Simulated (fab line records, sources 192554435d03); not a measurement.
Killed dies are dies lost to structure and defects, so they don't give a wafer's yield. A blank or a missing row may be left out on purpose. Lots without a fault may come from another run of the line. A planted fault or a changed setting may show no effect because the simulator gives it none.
Which tool did it? | flow n5_finfet | 15 lots, 45 wafers sampled, at 1 step of a route of 1938

WHAT THE GAUGES READ, wafer by wafer
N5_BEOL_M0_SAQP_CD_MEAS_40: target cd 30 nm.
lot  | measured     | on        | cd_nm (nm)
L225 | day 5 21:05  | cd_sem-02 | 29.93 30.13 30.18
L226 | day 5 21:56  | cd_sem-02 | 30.12 30.40 30.17
L227 | day 6 04:52  | cd_sem-03 | 30.38 30.20 30.31
L228 | day 6 07:50  | cd_sem-02 | 30.34 30.44 30.21
L229 | day 6 20:01  | cd_sem-03 | 30.21 29.87 30.44
L230 | day 6 23:20  | cd_sem-02 | 30.08 30.06 30.18
L231 | day 7 03:59  | cd_sem-02 | 30.35 30.28 29.99
L232 | day 7 11:04  | cd_sem-01 | 30.17 30.20 30.22
L233 | day 7 15:55  | cd_sem-03 | 30.24 30.41 30.06
L235 | day 8 00:41  | cd_sem-02 | 29.88 29.69 30.10
L239 | day 9 02:40  | cd_sem-02 | 30.22 30.25 30.11
L241 | day 9 13:45  | cd_sem-02 | 29.98 30.14 29.99
L243 | day 10 04:51 | cd_sem-03 | 30.44 30.54 30.20
L244 | day 10 10:50 | cd_sem-03 | 30.18 29.98 30.38
L245 | day 10 14:30 | cd_sem-03 | 29.99 30.17 29.91

WHICH TOOL RAN EACH LOT (tool, then ch and the chambers of the sampled wafers, then the start)
The record holds no process step before these readings.

WHAT THE TOOLS THEMSELVES READ (means of the sampled wafers that have a number; where no wafer has one, the mark that the record gives instead)
The record holds no such reading with a usual standard deviation.

THE ANSWER, worked out from the rows above alone
Rule: what is usual is taken from the lots themselves. Put in order of their means at a reading, lots are off if they are a third of the lots or fewer, leave a main group of 4 or more, and stand apart from it by a gap of 3 or more times the standard deviation of the main group's means; of several such gaps the widest counts. A main group whose means are all the same, to the digits that the tables above print for the reading, isn't used. A lot without any number at a reading at which 4 lots or more have one is off too. The other lots that the step has rows for count as sound. The gauges are gone through in route order, then the tools' own readings, and for those a lot's mean is taken as printed above. The first step at which some lot is off is used, and at that step the reading that is off furthest; a lot without a number counts as furthest.
No lot is off at any reading shown: from this, nothing can be told.

WHAT THE SIMULATOR HAD PUT IN
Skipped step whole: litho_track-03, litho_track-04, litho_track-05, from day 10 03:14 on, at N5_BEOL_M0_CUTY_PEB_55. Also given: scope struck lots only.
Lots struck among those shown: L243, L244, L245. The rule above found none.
